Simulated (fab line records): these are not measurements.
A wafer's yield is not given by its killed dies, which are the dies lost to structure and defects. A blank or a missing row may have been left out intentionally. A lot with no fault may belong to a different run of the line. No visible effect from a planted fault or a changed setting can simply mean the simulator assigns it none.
Matching of chambers -- flow n5 finfet -- 4 sister chambers for N5_BEOL_M10_CMP_52 on cmp-03
The step polishes, stops on SiCOH lowk, t overpolish 7 s, target thk 140 nm. 16 wafers are shown with their chamber, then 8 later ones without.

== WAFERS PAIRED WITH THEIR CHAMBERS ==
wafer,chamber,motor current A (A),overpolish run s (s),barrier field endpoint s (s)
L075.2,3,7.3,6.985,28.7
L075.4,0,6.4,7.013,29.4
L075.6,2,5.9,6.998,29.8
L077.1,2,6.1,6.992,29.6
L077.2,0,6.9,6.997,28.0
L077.5,2,5.8,7.000,29.3
L076.1,1,5.2,7.000,28.5
L076.2,3,7.7,6.994,27.9
L076.4,2,5.6,6.999,28.9
L087.1,1,5.5,7.012,29.1
L087.3,0,6.7,7.002,28.9
L087.6,0,6.3,7.010,29.6
L093.1,2,5.8,6.984,29.3
L093.3,3,7.4,6.997,28.5
L093.4,0,6.4,7.013,29.2
L091.2,1,5.4,6.993,29.6

SIGNATURES, as means of the wafers listed above
reading,chamber 0,chamber 1,chamber 2,chamber 3,scatter within a chamber
motor current A,6.540,5.367,5.840,7.467,0.208
overpolish run s,7.00700,7.00167,6.99460,6.99200,0.00735
barrier field endpoint s,29.020,29.067,29.380,28.367,0.499
Rule: a wafer's distance from a chamber is the root of the sum, over the readings, of the square of ((its reading less the chamber's mean) divided by the reading's scatter). If the next closest chamber is less than 2 further off than the closest, the wafer can't be placed; otherwise it belongs to the closest. How the scatter is found: for the shown wafers, subtract from each reading the mean of its chamber, square and add these, divide the total by (wafers less chambers), then take the root.

== WAFERS WITH NO CHAMBER GIVEN ==
wafer,motor current A (A),overpolish run s (s),barrier field endpoint s (s)
L091.5,5.7,6.998,30.1
L091.6,5.6,6.990,30.0
L092.1,6.0,6.997,28.7
L092.2,7.4,6.995,28.3
L092.4,5.4,7.015,29.2
L096.1,6.9,7.011,28.8
L096.4,5.8,6.990,28.9
L096.5,7.8,7.012,28.5

== THE CHAMBER EACH PASSED THROUGH ==
wafer,from the rows above,in truth
L091.5,can't be placed: 2 or 1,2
L091.6,can't be placed: 2 or 1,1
L092.1,can't be placed: 2 or 0 or 1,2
L092.2,3,3
L092.4,can't be placed: 1 or 2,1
L096.1,can't be placed: 0 or 3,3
L096.4,can't be placed: 2 or 1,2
L096.5,3,3
Correct placement for 2 of the 8. Can't be placed from these rows: 6 (the true chamber is among the candidates in 6). Placed wrongly: 0.
